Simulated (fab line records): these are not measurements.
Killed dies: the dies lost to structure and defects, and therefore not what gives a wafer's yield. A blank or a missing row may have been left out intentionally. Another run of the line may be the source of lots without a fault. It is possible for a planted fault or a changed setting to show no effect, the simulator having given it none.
Chamber matching	flow n5_finfet	rie_diel-03 running N5_BEOL_M10_ETCH_62: 4 sister chambers
The step etches SOC in N2/H2, target depth 110 nm, overetch 22 nm, time 165 s. 8 wafers are shown with their chamber, then 8 later ones without.

== WAFERS WITH THEIR CHAMBER ==
wafer	chamber	showerhead_plenum_p_Torr (Torr)	throttle_valve_pct (%)
L091.1	2	2.39	17.98
L091.6	2	2.39	18.01
L094.2	3	2.68	17.67
L094.3	1	2.49	17.44
L094.4	1	2.48	17.43
L094.5	3	2.68	17.69
L094.6	0	2.53	17.62
L092.3	0	2.53	17.61

== WAFERS WITHOUT THEIR CHAMBER ==
wafer	showerhead_plenum_p_Torr (Torr)	throttle_valve_pct (%)
L092.4	2.48	17.45
L092.5	2.53	17.63
L095.1	2.53	17.63
L095.5	2.53	17.62
L095.6	2.48	17.45
L097.1	2.67	17.71
L097.3	2.48	17.49
L097.5	2.70	17.49

== WHICH CHAMBER EACH ONE RAN IN ==
wafer	from the rows above	in truth
L092.4	1	1
L092.5	0	0
L095.1	0	0
L095.5	0	0
L095.6	1	1
L097.1	3	3
L097.3	1	1
L097.5	3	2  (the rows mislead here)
Correct placement for 7 of the 8. Number that these rows cannot place: 0. 1 placed wrongly.
How it was worked out, from the rows above alone: a wafer's distance from a chamber is the root of the sum, over the readings, of the square of ((its reading less the chamber's mean) divided by the reading's scatter). The wafer belongs to the nearest chamber; if the next one is less than 2 further off, it can't be placed. A chamber's mean is the mean of its shown wafers. How the scatter is found: for the shown wafers, subtract from each reading the mean of its chamber, square and add these, divide the total by (wafers less chambers), then take the root.
